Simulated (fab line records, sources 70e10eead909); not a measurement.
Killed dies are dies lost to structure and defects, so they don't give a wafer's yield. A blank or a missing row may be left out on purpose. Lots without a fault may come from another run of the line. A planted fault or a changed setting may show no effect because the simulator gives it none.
Which tool did it? | flow nand_harc | 11 lots, 33 wafers sampled, at 6 steps of a route of 1159

WHAT THE GAUGES READ, wafer by wafer
NHARC_THIN_TSV_INSPECT_40. Usual: raw_defect_count 474, standard deviation 92.
lot  | measured     | on                | raw_defect_count | flag
L317 | day 20 03:19 | defect_inspect-02 | 461 410 382      |
L318 | day 20 03:19 | defect_inspect-01 | 345 535 379      |
L319 | day 20 10:40 | defect_inspect-01 | 577 642 605      |
L323 | day 20 20:59 | defect_inspect-01 | 427 403 363      |
L322 | day 20 20:59 | defect_inspect-02 | 517 451 498      |
L325 | day 21 06:44 | defect_inspect-02 | 367 388 363      |
L324 | day 21 14:54 | defect_inspect-02 | 420 473 414      |
L328 | day 21 14:53 | defect_inspect-02 | 610 516 560      |
L326 | day 22 15:05 | defect_inspect-02 | 784 838 905      | OFF
L332 | day 23 12:55 | defect_inspect-02 | 865 830 938      | OFF
L337 | day 25 02:34 | defect_inspect-01 | 459 517 534      |

NHARC_END_SORT_01. Usual: defect_limited_yield 95.6 %, standard deviation 1.5; killed_at_array 27, standard deviation 10; killed_at_other 0.6, standard deviation 0.83; killed_at_periphery 2.4, standard deviation 1.8; killed_dies 30, standard deviation 10; killed_open 3.3, standard deviation 1.7; killed_short 1.8, standard deviation 1.4; sort_bin_2_pct 1.3 %, standard deviation 0.69; sort_bin_3_pct 0.25 %, standard deviation 0.24; sort_bin_4_pct 2.8 %, standard deviation 0.94; sort_n_pass 647, standard deviation 10; sort_rim_yield_pct 96.7 %, standard deviation 2.1; sort_yield_pct 95.6 %, standard deviation 1.5.
lot  | measured     | on        | defect_limited_yield (%) | killed_at_array | killed_at_other | killed_at_periphery | killed_dies | killed_open | killed_short | sort_bin_2_pct (%) | sort_bin_3_pct (%) | sort_bin_4_pct (%) | sort_n_pass | sort_rim_yield_pct (%) | sort_yield_pct (%) | flag
L326 | day 23 01:55 | prober-01 | 88.3 81.4 82.9           | 40 44 39        | 34 81 73        | 5 1 4               | 79 126 116  | 4 3 2       | 3 2 1        | 3.8 8.6 6.6        | 1.92 2.36 2.36     | 5.9 7.7 8.1        | 598 551 561 | 79.2 96.2 91.5         | 88.3 81.4 82.9     | OFF
L332 | day 23 15:56 | prober-02 | 84.6 83.8 83.8           | 31 41 33        | 72 68 76        | 1 1 1               | 104 110 110 | 4 4 4       | 1 4 1        | 6.6 7.7 7.2        | 2.66 2.07 1.92     | 6.1 6.5 7.1        | 573 567 567 | 95.3 90.6 90.6         | 84.6 83.8 83.8     | OFF

WHICH TOOL RAN EACH LOT (tool, then ch and the chambers of the sampled wafers, then the start)
lot  | NHARC_A_BONDPAD_ETCH_34            | NHARC_THIN_TSV_ETCH_44             | NHARC_THIN_TSV_STRIP_45              | NHARC_THIN_TSV_STRIP_57
L317 | rie_diel-13 ch 0,1, day 18 14:01   | rie_diel-09 ch 0,1,3, day 19 13:49 | plasma_asher-01 ch 1, day 19 14:32   | wet_bench-08 ch 3,5,7, day 19 20:17
L318 | rie_diel-06 ch 1,2, day 18 23:01   | rie_diel-09 ch 0,1, day 19 16:08   | plasma_asher-01 ch 0,1, day 19 16:56 | wet_bench-10 ch 3,5,7, day 19 23:14
L319 | rie_diel-06 ch 2,3, day 19 04:09   | rie_diel-09 ch 0,1, day 19 23:10   | plasma_asher-02 ch 0,1, day 20 00:35 | wet_bench-08 ch 0,1,3, day 20 07:22
L323 | rie_diel-12 ch 0,1,2, day 19 14:56 | rie_diel-01 ch 0,1,2, day 20 09:17 | plasma_asher-02 ch 0,1, day 20 10:11 | wet_bench-08 ch 0,3,6, day 20 16:06
L322 | rie_diel-12 ch 0,1,3, day 19 21:07 | rie_diel-09 ch 0,2, day 20 10:19   | plasma_asher-02 ch 0,1, day 20 11:03 | wet_bench-10 ch 1,3,7, day 20 17:06
L325 | rie_diel-06 ch 0,1,2, day 20 05:03 | rie_diel-01 ch 0,1,2, day 20 20:19 | plasma_asher-01 ch 0,1, day 20 21:06 | wet_bench-10 ch 2,6,7, day 21 03:13
L324 | rie_diel-06 ch 0,1,3, day 20 07:52 | rie_diel-03 ch 1,2,3, day 21 05:19 | plasma_asher-02 ch 0,1, day 21 06:06 | wet_bench-10 ch 3,4,6, day 21 11:58
L328 | rie_diel-06 ch 0,1,3, day 20 14:50 | rie_diel-01 ch 0,1,2, day 21 03:41 | plasma_asher-02 ch 0,1, day 21 04:26 | wet_bench-10 ch 3,4,6, day 21 10:14
L326 | rie_diel-06 ch 1,3, day 21 09:35   | rie_diel-09 ch 1,2, day 22 02:06   | plasma_asher-01 ch 1, day 22 03:04   | wet_bench-10 ch 3,4,7, day 22 08:59
L332 | rie_diel-13 ch 0,1,3, day 22 11:08 | rie_diel-01 ch 0,1,3, day 23 01:52 | plasma_asher-02 ch 1, day 23 02:35   | wet_bench-10 ch 3,6,7, day 23 08:16
L337 | rie_diel-06 ch 0,1, day 23 23:30   | rie_diel-03 ch 0,2,3, day 24 14:50 | plasma_asher-01 ch 0,1, day 24 15:40 | wet_bench-08 ch 0,2,7, day 24 21:38
- NHARC_A_BONDPAD_ETCH_34: etches the open film in N2/H2, target depth 60 nm, overetch 18 nm, time 65.91 s.
- NHARC_THIN_TSV_ETCH_44: etches the open film in CF4/O2, target depth 1594.2 nm, time 797.1 s.
- NHARC_THIN_TSV_STRIP_45: strips in O2.
- NHARC_THIN_TSV_STRIP_57: strips in post etch residue remover, time 1200 s.

WHAT THE TOOLS THEMSELVES READ (means of the sampled wafers that have a number; where no wafer has one, the mark that the record gives instead)
NHARC_A_BONDPAD_ETCH_34. Usual: bias_w 150.0 W, standard deviation 0.47; drypump_motor_current_A 5.8 A, standard deviation 0.4; oes_product_au 0.996 a.u., standard deviation 0.014; rf_vpp_V 430.9 V, standard deviation 3; showerhead_plenum_p_Torr 2.05 Torr, standard deviation 0.1; throttle_valve_pct 14.171 %, standard deviation 0.0088.
lot  | tool        | bias_w (W) | drypump_motor_current_A (A) | oes_product_au (a.u.) | rf_vpp_V (V) | showerhead_plenum_p_Torr (Torr) | throttle_valve_pct (%) | flag
L317 | rie_diel-13 | 150.1      | 5.3                         | 1.015                 | 432.8        | 2.12                            | 14.167                 |
L318 | rie_diel-06 | 149.6      | 5.9                         | 1.010                 | 434.7        | 2.17                            | 14.179                 |
L319 | rie_diel-06 | 149.5      | 6.0                         | 1.003                 | 433.0        | 2.13                            | 14.176                 |
L323 | rie_diel-12 | 150.3      | 5.5                         | 1.001                 | 428.8        | 2.00                            | 14.174                 |
L322 | rie_diel-12 | 150.0      | 5.6                         | 0.987                 | 430.6        | 2.04                            | 14.172                 |
L325 | rie_diel-06 | 149.9      | 5.7                         | 1.002                 | 430.9        | 2.08                            | 14.172                 |
L324 | rie_diel-06 | 150.0      | 5.9                         | 0.988                 | 429.7        | 2.00                            | 14.173                 |
L328 | rie_diel-06 | 149.8      | 5.9                         | 0.987                 | 429.7        | 2.00                            | 14.171                 |
L326 | rie_diel-06 | 150.5      | 6.3                         | 0.995                 | 428.4        | 2.01                            | 14.161                 |
L332 | rie_diel-13 | 149.9      | 5.3                         | 1.000                 | 429.4        | 2.01                            | 14.172                 |
L337 | rie_diel-06 | 149.9      | 5.6                         | 0.987                 | 429.9        | 1.99                            | 14.178                 |

NHARC_THIN_TSV_ETCH_44. Usual: bias_w 800.1 W, standard deviation 2.3; cf4_flow_sccm 150.0 sccm, standard deviation 0.48; drypump_motor_current_A 5.8 A, standard deviation 0.6; oes_product_au 1.003 a.u., standard deviation 0.012; rf_vpp_V 797 V, standard deviation 4.1; showerhead_plenum_p_Torr 1.87 Torr, standard deviation 0.065; throttle_valve_pct 16.915 %, standard deviation 0.0086.
lot  | tool        | bias_w (W) | cf4_flow_sccm (sccm) | drypump_motor_current_A (A) | oes_product_au (a.u.) | rf_vpp_V (V) | showerhead_plenum_p_Torr (Torr) | throttle_valve_pct (%) | flag
L317 | rie_diel-09 | 799.8      | 150.2                | 6.2                         | 0.997                 | 800          | 1.92                            | 16.921                 |
L318 | rie_diel-09 | 805.2      | 150.0                | 6.5                         | 0.993                 | 799          | 1.90                            | 16.921                 |
L319 | rie_diel-09 | 798.3      | 150.2                | 6.2                         | 0.987                 | 799          | 1.90                            | 16.918                 |
L323 | rie_diel-01 | 799.5      | 149.7                | 5.7                         | 1.002                 | 792          | 1.80                            | 16.913                 |
L322 | rie_diel-09 | 802.4      | 149.8                | 6.0                         | 0.991                 | 799          | 1.91                            | 16.914                 |
L325 | rie_diel-01 | 797.7      | 150.3                | 5.7                         | 1.010                 | 792          | 1.79                            | 16.910                 |
L324 | rie_diel-03 | 798.1      | 150.5                | 5.9                         | 1.008                 | 795          | 1.86                            | 16.915                 |
L328 | rie_diel-01 | 800.3      | 150.0                | 5.7                         | 1.012                 | 792          | 1.79                            | 16.913                 |
L326 | rie_diel-09 | 801.2      | 150.0                | 6.5                         | 1.013                 | 799          | 1.93                            | 16.909                 |
L332 | rie_diel-01 | 797.8      | 149.9                | 5.6                         | 1.007                 | 795          | 1.83                            | 16.914                 |
L337 | rie_diel-03 | 799.6      | 150.5                | 5.6                         | 1.003                 | 793          | 1.82                            | 16.917                 |

NHARC_THIN_TSV_STRIP_45. Usual: drypump_motor_current_A 5.66 A, standard deviation 0.3; heater_power_w 319 W, standard deviation 24.
lot  | tool            | drypump_motor_current_A (A) | heater_power_w (W) | flag
L317 | plasma_asher-01 | 5.74                        | 354                |
L318 | plasma_asher-01 | 5.60                        | 301                |
L319 | plasma_asher-02 | 5.56                        | 334                |
L323 | plasma_asher-02 | 5.83                        | 329                |
L322 | plasma_asher-02 | 5.58                        | 331                |
L325 | plasma_asher-01 | 5.66                        | 320                |
L324 | plasma_asher-02 | 5.56                        | 325                |
L328 | plasma_asher-02 | 5.83                        | 324                |
L326 | plasma_asher-01 | 5.73                        | 336                |
L332 | plasma_asher-02 | 6.12                        | 317                |
L337 | plasma_asher-01 | 5.66                        | 313                |

THE ANSWER, worked out from the rows above alone
Rule: a lot is off if the mean of its wafers that have a number lies more than 3 standard deviations from the usual mean. A lot without any number at a reading at which 4 lots or more have one is off too. The other lots that the step has rows for count as sound. The gauges are gone through in route order, then the tools' own readings, and for those a lot's mean is taken as printed above. The first step at which some lot is off is used, and at that step the reading that is off furthest; a lot without a number counts as furthest.
Off: L326, L332, at NHARC_THIN_TSV_INSPECT_40 (raw_defect_count).
A tool fits if, at a process step before that reading, it ran every lot that is off, and no sound lot after the first of them. The gauges at NHARC_THIN_TSV_INSPECT_40 aren't tried: what is off there is off at NHARC_END_SORT_01 too, on other tools, and a gauge's error can't cause that. One fits: wet_bench-10 at NHARC_THIN_TSV_STRIP_57. Its last sound lot is L324 (day 21 11:58), its first lot that is off L326 (day 22 08:59): a fault that began between those two fits.

WHAT THE SIMULATOR HAD PUT IN
Chamber particle source: wet_bench-10, from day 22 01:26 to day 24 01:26, at NHARC_THIN_TSV_STRIP_57. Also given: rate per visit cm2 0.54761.
Lots struck among those shown: L326, L332. The rule above found the same.
